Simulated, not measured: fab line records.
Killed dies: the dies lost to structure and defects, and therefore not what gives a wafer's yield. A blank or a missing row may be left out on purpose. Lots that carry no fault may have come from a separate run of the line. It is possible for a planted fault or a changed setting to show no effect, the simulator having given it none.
Which of the tools did it? :: flow n5Finfet :: Sampling: 10 lots, 30 wafers, 5 of 1938 route steps

== WHAT THE GAUGES READ, wafer by wafer ==
Not one reading of a measure or inspect step in the record can be checked against a usual standard deviation.

== WHICH TOOL RAN EACH LOT (tool, then ch and the chambers of the sampled wafers, then the start) ==
lot: L696
N5_BEOL_M10_ETCH_65: rieDiel-03 ch 0,2,3, day 9 11:01
N5_PASSIVATION_PASS_ETCH_74: rieDiel-02 ch 0,2,3, day 11 02:09
N5_PASSIVATION_ETCH_15: rieDiel-02 ch 0,2,3, day 11 05:02 or earlier
N5_PASSIVATION_DESCUM_32: rieDiel-03 ch 0,1, day 11 05:02
N5_PASSIVATION_PROBE_49: -

lot: L699
N5_BEOL_M10_ETCH_65: rieDiel-03 ch 0,1,3, day 10 23:10
N5_PASSIVATION_PASS_ETCH_74: rieDiel-02 ch 2,3, day 12 17:17
N5_PASSIVATION_ETCH_15: rieDiel-02 ch 2,3, day 12 19:20 or earlier
N5_PASSIVATION_DESCUM_32: rieDiel-04 ch 0,1, day 12 19:20
N5_PASSIVATION_PROBE_49: -

lot: L698
N5_BEOL_M10_ETCH_65: rieDiel-05 ch 0,2,3, day 10 23:20
N5_PASSIVATION_PASS_ETCH_74: rieDiel-01 ch 0,2,3, day 12 21:55
N5_PASSIVATION_ETCH_15: rieDiel-01 ch 0,2,3, day 12 23:14 or earlier
N5_PASSIVATION_DESCUM_32: rieDiel-04 ch 0,1,2, day 12 23:14
N5_PASSIVATION_PROBE_49: -

lot: L700
N5_BEOL_M10_ETCH_65: rieDiel-04 ch 0,1,2, day 11 13:38
N5_PASSIVATION_PASS_ETCH_74: rieDiel-01 ch 0,1,2, day 13 01:57
N5_PASSIVATION_ETCH_15: rieDiel-01 ch 0,1,2, day 13 03:28 or earlier
N5_PASSIVATION_DESCUM_32: rieDiel-03 ch 0,3, day 13 03:28
N5_PASSIVATION_PROBE_49: -

lot: L702
N5_BEOL_M10_ETCH_65: rieDiel-03 ch 1,2,3, day 11 18:50
N5_PASSIVATION_PASS_ETCH_74: rieDiel-06 ch 0,1,3, day 13 14:46
N5_PASSIVATION_ETCH_15: rieDiel-06 ch 0,1,3, day 13 18:10 or earlier
N5_PASSIVATION_DESCUM_32: rieDiel-05 ch 0,1,2, day 13 18:10
N5_PASSIVATION_PROBE_49: prober-01, day 13 23:16

lot: L701
N5_BEOL_M10_ETCH_65: rieDiel-03 ch 1,2, day 11 19:22
N5_PASSIVATION_PASS_ETCH_74: rieDiel-02 ch 2,3, day 13 10:32
N5_PASSIVATION_ETCH_15: rieDiel-02 ch 2,3, day 13 12:22 or earlier
N5_PASSIVATION_DESCUM_32: rieDiel-04 ch 1,2,3, day 13 12:22
N5_PASSIVATION_PROBE_49: -

lot: L708
N5_BEOL_M10_ETCH_65: rieDiel-03 ch 0,1, day 13 09:53
N5_PASSIVATION_PASS_ETCH_74: rieDiel-01 ch 0,2, day 15 05:08
N5_PASSIVATION_ETCH_15: rieDiel-01 ch 0,2, day 15 06:47 or earlier
N5_PASSIVATION_DESCUM_32: rieDiel-04 ch 1,3, day 15 06:47
N5_PASSIVATION_PROBE_49: prober-01, day 15 13:27

lot: L711
N5_BEOL_M10_ETCH_65: rieDiel-03 ch 0,1,2, day 13 19:04
N5_PASSIVATION_PASS_ETCH_74: rieDiel-02 ch 1,2,3, day 15 09:42
N5_PASSIVATION_ETCH_15: rieDiel-02 ch 1,2,3, day 15 11:19 or earlier
N5_PASSIVATION_DESCUM_32: rieDiel-03 ch 0,2,3, day 15 11:19
N5_PASSIVATION_PROBE_49: prober-02, day 15 16:20

lot: L710
N5_BEOL_M10_ETCH_65: rieDiel-03 ch 0,1, day 14 02:06
N5_PASSIVATION_PASS_ETCH_74: rieDiel-06 ch 1,3, day 15 17:58
N5_PASSIVATION_ETCH_15: rieDiel-06 ch 1,3, day 15 19:17 or earlier
N5_PASSIVATION_DESCUM_32: rieDiel-05 ch 1,2,3, day 15 19:17
N5_PASSIVATION_PROBE_49: prober-02, day 16 00:05

lot: L717
N5_BEOL_M10_ETCH_65: rieDiel-05 ch 0,1,3, day 15 07:01
N5_PASSIVATION_PASS_ETCH_74: rieDiel-02 ch 1,2, day 17 07:56
N5_PASSIVATION_ETCH_15: rieDiel-02 ch 1,2, day 17 09:32 or earlier
N5_PASSIVATION_DESCUM_32: rieDiel-05 ch 1,2, day 17 09:32
N5_PASSIVATION_PROBE_49: -
- N5_BEOL_M10_ETCH_65: etches SiARC in CF4, target depth 39 nm, time 65 s.
- N5_PASSIVATION_PASS_ETCH_74: etches SiNx in CF4/O2, target depth 220 nm, time 110 s.
- N5_PASSIVATION_ETCH_15: etches SiCN in CF4/N2, target depth 75 nm, time 81.2 s.
- N5_PASSIVATION_DESCUM_32: chemistry O2, time 7.9 s.
- N5_PASSIVATION_PROBE_49

== WHAT THE TOOLS THEMSELVES READ (means of the sampled wafers that have a number; where no wafer has one, the mark that the record gives instead) ==
N5_BEOL_M10_ETCH_65. Usual: drypumpMotorCurrentA 5.8 A, standard deviation 0.46; etchRfOnTimeS 65.2 s, standard deviation 1.7; oesProductAu 0.69 a.u., standard deviation 0.066; rfVppV 183.8 V, standard deviation 1.2; showerheadPlenumPTorr 2.13 Torr, standard deviation 0.062; throttleValvePct 15.53 %, standard deviation 0.22.
lot: L696
tool: rieDiel-03
drypumpMotorCurrentA (A): 6.2
etchRfOnTimeS (s): 64.2
oesProductAu (a.u.): 0.68
rfVppV (V): 183.8
showerheadPlenumPTorr (Torr): 2.10
throttleValvePct (%): 15.57
flag: 

lot: L699
tool: rieDiel-03
drypumpMotorCurrentA (A): 5.7
etchRfOnTimeS (s): 63.8
oesProductAu (a.u.): 0.64
rfVppV (V): 183.6
showerheadPlenumPTorr (Torr): 2.10
throttleValvePct (%): 15.68
flag: 

lot: L698
tool: rieDiel-05
drypumpMotorCurrentA (A): 5.4
etchRfOnTimeS (s): 65.7
oesProductAu (a.u.): 0.65
rfVppV (V): 185.1
showerheadPlenumPTorr (Torr): 2.15
throttleValvePct (%): 15.43
flag: 

lot: L700
tool: rieDiel-04
drypumpMotorCurrentA (A): 6.0
etchRfOnTimeS (s): 65.0
oesProductAu (a.u.): 0.76
rfVppV (V): 184.8
showerheadPlenumPTorr (Torr): 2.21
throttleValvePct (%): 15.52
flag: 

lot: L702
tool: rieDiel-03
drypumpMotorCurrentA (A): 6.0
etchRfOnTimeS (s): 63.7
oesProductAu (a.u.): 0.63
rfVppV (V): 183.7
showerheadPlenumPTorr (Torr): 2.10
throttleValvePct (%): 15.66
flag: 

lot: L701
tool: rieDiel-03
drypumpMotorCurrentA (A): 6.1
etchRfOnTimeS (s): 64.4
oesProductAu (a.u.): 0.66
rfVppV (V): 183.5
showerheadPlenumPTorr (Torr): 2.10
throttleValvePct (%): 15.55
flag: 

lot: L708
tool: rieDiel-03
drypumpMotorCurrentA (A): 5.6
etchRfOnTimeS (s): 64.0
oesProductAu (a.u.): 0.74
rfVppV (V): 183.6
showerheadPlenumPTorr (Torr): 2.09
throttleValvePct (%): 15.49
flag: 

lot: L711
tool: rieDiel-03
drypumpMotorCurrentA (A): 5.9
etchRfOnTimeS (s): 63.9
oesProductAu (a.u.): 0.73
rfVppV (V): 183.1
showerheadPlenumPTorr (Torr): 2.09
throttleValvePct (%): 15.45
flag: 

lot: L710
tool: rieDiel-03
drypumpMotorCurrentA (A): 5.4
etchRfOnTimeS (s): 65.2
oesProductAu (a.u.): 0.75
rfVppV (V): 182.9
showerheadPlenumPTorr (Torr): 2.09
throttleValvePct (%): 15.39
flag: 

lot: L717
tool: rieDiel-05
drypumpMotorCurrentA (A): 5.6
etchRfOnTimeS (s): 65.9
oesProductAu (a.u.): 0.65
rfVppV (V): 184.4
showerheadPlenumPTorr (Torr): 2.14
throttleValvePct (%): 15.59
flag: 

N5_PASSIVATION_PASS_ETCH_74. Usual: drypumpMotorCurrentA 5.9 A, standard deviation 0.35; oesProductAu 0.81 a.u., standard deviation 0.089; rfVppV 238 V, standard deviation 5.1; showerheadPlenumPTorr 2.23 Torr, standard deviation 0.075; throttleValvePct 15.97 %, standard deviation 0.19.
lot: L696
tool: rieDiel-02
drypumpMotorCurrentA (A): 5.7
oesProductAu (a.u.): 0.82
rfVppV (V): 236
showerheadPlenumPTorr (Torr): 2.16
throttleValvePct (%): 15.86
flag: 

lot: L699
tool: rieDiel-02
drypumpMotorCurrentA (A): 5.8
oesProductAu (a.u.): 0.84
rfVppV (V): 234
showerheadPlenumPTorr (Torr): 2.17
throttleValvePct (%): 15.81
flag: 

lot: L698
tool: rieDiel-01
drypumpMotorCurrentA (A): 5.6
oesProductAu (a.u.): 0.78
rfVppV (V): 244
showerheadPlenumPTorr (Torr): 2.24
throttleValvePct (%): 16.00
flag: 

lot: L700
tool: rieDiel-01
drypumpMotorCurrentA (A): 5.5
oesProductAu (a.u.): 0.84
rfVppV (V): 241
showerheadPlenumPTorr (Torr): 2.19
throttleValvePct (%): 16.08
flag: 

lot: L702
tool: rieDiel-06
drypumpMotorCurrentA (A): 6.0
oesProductAu (a.u.): 0.71
rfVppV (V): 241
showerheadPlenumPTorr (Torr): 2.25
throttleValvePct (%): 16.16
flag: 

lot: L701
tool: rieDiel-02
drypumpMotorCurrentA (A): 5.7
oesProductAu (a.u.): 0.86
rfVppV (V): 233
showerheadPlenumPTorr (Torr): 2.20
throttleValvePct (%): 15.80
flag: 

lot: L708
tool: rieDiel-01
drypumpMotorCurrentA (A): 5.3
oesProductAu (a.u.): 0.79
rfVppV (V): 245
showerheadPlenumPTorr (Torr): 2.18
throttleValvePct (%): 16.06
flag: 

lot: L711
tool: rieDiel-02
drypumpMotorCurrentA (A): 5.9
oesProductAu (a.u.): 0.84
rfVppV (V): 233
showerheadPlenumPTorr (Torr): 2.17
throttleValvePct (%): 15.85
flag: 

lot: L710
tool: rieDiel-06
drypumpMotorCurrentA (A): 6.3
oesProductAu (a.u.): 0.89
rfVppV (V): 241
showerheadPlenumPTorr (Torr): 2.26
throttleValvePct (%): 15.83
flag: 

lot: L717
tool: rieDiel-02
drypumpMotorCurrentA (A): 6.0
oesProductAu (a.u.): 0.79
rfVppV (V): 233
showerheadPlenumPTorr (Torr): 2.13
throttleValvePct (%): 15.90
flag: 

N5_PASSIVATION_ETCH_15. Usual: drypumpMotorCurrentA 5.9 A, standard deviation 0.35; oesProductAu 0.81 a.u., standard deviation 0.089; rfVppV 382.9 V, standard deviation 1.9; showerheadPlenumPTorr 2.23 Torr, standard deviation 0.076; throttleValvePct 15.41 %, standard deviation 0.19.
lot: L696
tool: rieDiel-02
drypumpMotorCurrentA (A): 5.7
oesProductAu (a.u.): 0.81
rfVppV (V): 381.0
showerheadPlenumPTorr (Torr): 2.16
throttleValvePct (%): 15.28
flag: 

lot: L699
tool: rieDiel-02
drypumpMotorCurrentA (A): 5.8
oesProductAu (a.u.): 0.83
rfVppV (V): 381.6
showerheadPlenumPTorr (Torr): 2.16
throttleValvePct (%): 15.25
flag: 

lot: L698
tool: rieDiel-01
drypumpMotorCurrentA (A): 5.6
oesProductAu (a.u.): 0.79
rfVppV (V): 383.5
showerheadPlenumPTorr (Torr): 2.25
throttleValvePct (%): 15.46
flag: 

lot: L700
tool: rieDiel-01
drypumpMotorCurrentA (A): 5.6
oesProductAu (a.u.): 0.84
rfVppV (V): 381.8
showerheadPlenumPTorr (Torr): 2.19
throttleValvePct (%): 15.53
flag: 

lot: L702
tool: rieDiel-06
drypumpMotorCurrentA (A): 6.0
oesProductAu (a.u.): 0.70
rfVppV (V): 382.9
showerheadPlenumPTorr (Torr): 2.24
throttleValvePct (%): 15.60
flag: 

lot: L701
tool: rieDiel-02
drypumpMotorCurrentA (A): 5.6
oesProductAu (a.u.): 0.86
rfVppV (V): 383.2
showerheadPlenumPTorr (Torr): 2.20
throttleValvePct (%): 15.24
flag: 

lot: L708
tool: rieDiel-01
drypumpMotorCurrentA (A): 5.3
oesProductAu (a.u.): 0.79
rfVppV (V): 382.4
showerheadPlenumPTorr (Torr): 2.18
throttleValvePct (%): 15.50
flag: 

lot: L711
tool: rieDiel-02
drypumpMotorCurrentA (A): 5.9
oesProductAu (a.u.): 0.84
rfVppV (V): 381.4
showerheadPlenumPTorr (Torr): 2.17
throttleValvePct (%): 15.29
flag: 

lot: L710
tool: rieDiel-06
drypumpMotorCurrentA (A): 6.3
oesProductAu (a.u.): 0.90
rfVppV (V): 383.9
showerheadPlenumPTorr (Torr): 2.25
throttleValvePct (%): 15.25
flag: 

lot: L717
tool: rieDiel-02
drypumpMotorCurrentA (A): 6.1
oesProductAu (a.u.): 0.80
rfVppV (V): 379.3
showerheadPlenumPTorr (Torr): 2.13
throttleValvePct (%): 15.33
flag: 

N5_PASSIVATION_DESCUM_32. Usual: drypumpMotorCurrentA 5.8 A, standard deviation 0.39; oesProductAu 0.81 a.u., standard deviation 0.082; rfVppV 243.1 V, standard deviation 1.4; showerheadPlenumPTorr 2.09 Torr, standard deviation 0.078; throttleValvePct 20.36 %, standard deviation 0.26.
lot: L696
tool: rieDiel-03
drypumpMotorCurrentA (A): 5.4
oesProductAu (a.u.): 0.75
rfVppV (V): 242.1
showerheadPlenumPTorr (Torr): 2.06
throttleValvePct (%): 20.52
flag: 

lot: L699
tool: rieDiel-04
drypumpMotorCurrentA (A): 6.2
oesProductAu (a.u.): 0.85
rfVppV (V): 244.2
showerheadPlenumPTorr (Torr): 2.16
throttleValvePct (%): 20.64
flag: 

lot: L698
tool: rieDiel-04
drypumpMotorCurrentA (A): 6.0
oesProductAu (a.u.): 0.88
rfVppV (V): 243.8
showerheadPlenumPTorr (Torr): 2.17
throttleValvePct (%): 20.45
flag: 

lot: L700
tool: rieDiel-03
drypumpMotorCurrentA (A): 6.1
oesProductAu (a.u.): 0.72
rfVppV (V): 242.7
showerheadPlenumPTorr (Torr): 2.04
throttleValvePct (%): 20.54
flag: 

lot: L702
tool: rieDiel-05
drypumpMotorCurrentA (A): 5.5
oesProductAu (a.u.): 0.79
rfVppV (V): 242.7
showerheadPlenumPTorr (Torr): 2.05
throttleValvePct (%): 20.13
flag: 

lot: L701
tool: rieDiel-04
drypumpMotorCurrentA (A): 6.1
oesProductAu (a.u.): 0.89
rfVppV (V): 244.8
showerheadPlenumPTorr (Torr): 2.20
throttleValvePct (%): 20.41
flag: 

lot: L708
tool: rieDiel-04
drypumpMotorCurrentA (A): 6.3
oesProductAu (a.u.): 0.84
rfVppV (V): 245.6
showerheadPlenumPTorr (Torr): 2.19
throttleValvePct (%): 20.62
flag: 

lot: L711
tool: rieDiel-03
drypumpMotorCurrentA (A): 6.2
oesProductAu (a.u.): 0.84
rfVppV (V): 243.1
showerheadPlenumPTorr (Torr): 2.03
throttleValvePct (%): 20.33
flag: 

lot: L710
tool: rieDiel-05
drypumpMotorCurrentA (A): 5.5
oesProductAu (a.u.): 0.73
rfVppV (V): 242.2
showerheadPlenumPTorr (Torr): 2.06
throttleValvePct (%): 20.43
flag: 

lot: L717
tool: rieDiel-05
drypumpMotorCurrentA (A): 5.6
oesProductAu (a.u.): 0.76
rfVppV (V): 242.4
showerheadPlenumPTorr (Torr): 2.02
throttleValvePct (%): 20.39
flag: 

N5_PASSIVATION_PROBE_49. Usual: defectLimitedYield 91.4 %, standard deviation 1.6; killed_at_M0_to_M3 34, standard deviation 10; killed_at_M4_up 12, standard deviation 4.8; killedAtContacts 11, standard deviation 6.2; killedAtFrontEnd 39, standard deviation 13; killedAtOther 4, standard deviation 3.1; killedDies 101, standard deviation 19; killedOnRim 13, standard deviation 4.1; killedOpen 67, standard deviation 14; killedShort 32, standard deviation 8.3; sort_bin_5_function 5.0 %, standard deviation 1; sort_bin_6_memory 3.2 %, standard deviation 0.76; sortNPass 1079, standard deviation 19; sortYieldPct 91.4 %, standard deviation 1.6.
lot: L702
tool: prober-01
defectLimitedYield (%): 90.9
killed_at_M0_to_M3: 45
killed_at_M4_up: 11
killedAtContacts: 7
killedAtFrontEnd: 37
killedAtOther: 7
killedDies: 107
killedOnRim: 14
killedOpen: 59
killedShort: 46
sort_bin_5_function (%): 5.4
sort_bin_6_memory (%): 3.2
sortNPass: 1073
sortYieldPct (%): 90.9
flag: 

lot: L708
tool: prober-01
defectLimitedYield (%): 88.2
killed_at_M0_to_M3: 34
killed_at_M4_up: 21
killedAtContacts: 12
killedAtFrontEnd: 69
killedAtOther: 3
killedDies: 138
killedOnRim: 15
killedOpen: 100
killedShort: 36
sort_bin_5_function (%): 6.7
sort_bin_6_memory (%): 4.6
sortNPass: 1042
sortYieldPct (%): 88.2
flag: 

lot: L711
tool: prober-02
defectLimitedYield (%): 89.6
killed_at_M0_to_M3: 26
killed_at_M4_up: 49
killedAtContacts: 14
killedAtFrontEnd: 31
killedAtOther: 3
killedDies: 123
killedOnRim: 18
killedOpen: 55
killedShort: 29
sort_bin_5_function (%): 6.1
sort_bin_6_memory (%): 3.0
sortNPass: 1057
sortYieldPct (%): 89.6
flag: OFF

lot: L710
tool: prober-02
defectLimitedYield (%): 86.7
killed_at_M0_to_M3: 18
killed_at_M4_up: 88
killedAtContacts: 8
killedAtFrontEnd: 42
killedAtOther: 1
killedDies: 157
killedOnRim: 25
killedOpen: 52
killedShort: 27
sort_bin_5_function (%): 8.0
sort_bin_6_memory (%): 3.5
sortNPass: 1023
sortYieldPct (%): 86.7
flag: OFF

== THE ANSWER, worked out from the rows above alone ==
Rule: a lot counts as off when the mean over its wafers that have a number is more than 3 standard deviations away from the usual mean. Also off: a lot with no number at a reading for which 4 or more lots have one. All remaining lots with rows at the step are treated as sound. Order of review: gauges by route order, followed by the tools' own readings, for which a lot's mean as printed above is used. The first step at which some lot is off is used, and at that step the reading that is off furthest; a lot without a number counts as furthest.
Off: L711, L710 (N5_PASSIVATION_PROBE_49, killed_at_M4_up). Neither off nor sound, because the step has no rows for them: L696, L699, L698, L700, L701, L717.
A tool fits if, at that step or a process step before it, it ran every lot that is off, and no sound lot after the first of them. Because N5_PASSIVATION_ETCH_15 lacks a start for some lots, the hours and order of its lots are taken from N5_PASSIVATION_DESCUM_32. Undecided on this evidence; 2 tools fit (rieDiel-03 at N5_BEOL_M10_ETCH_65, prober-02 at N5_PASSIVATION_PROBE_49).

== WHAT THE SIMULATOR HAD PUT IN ==
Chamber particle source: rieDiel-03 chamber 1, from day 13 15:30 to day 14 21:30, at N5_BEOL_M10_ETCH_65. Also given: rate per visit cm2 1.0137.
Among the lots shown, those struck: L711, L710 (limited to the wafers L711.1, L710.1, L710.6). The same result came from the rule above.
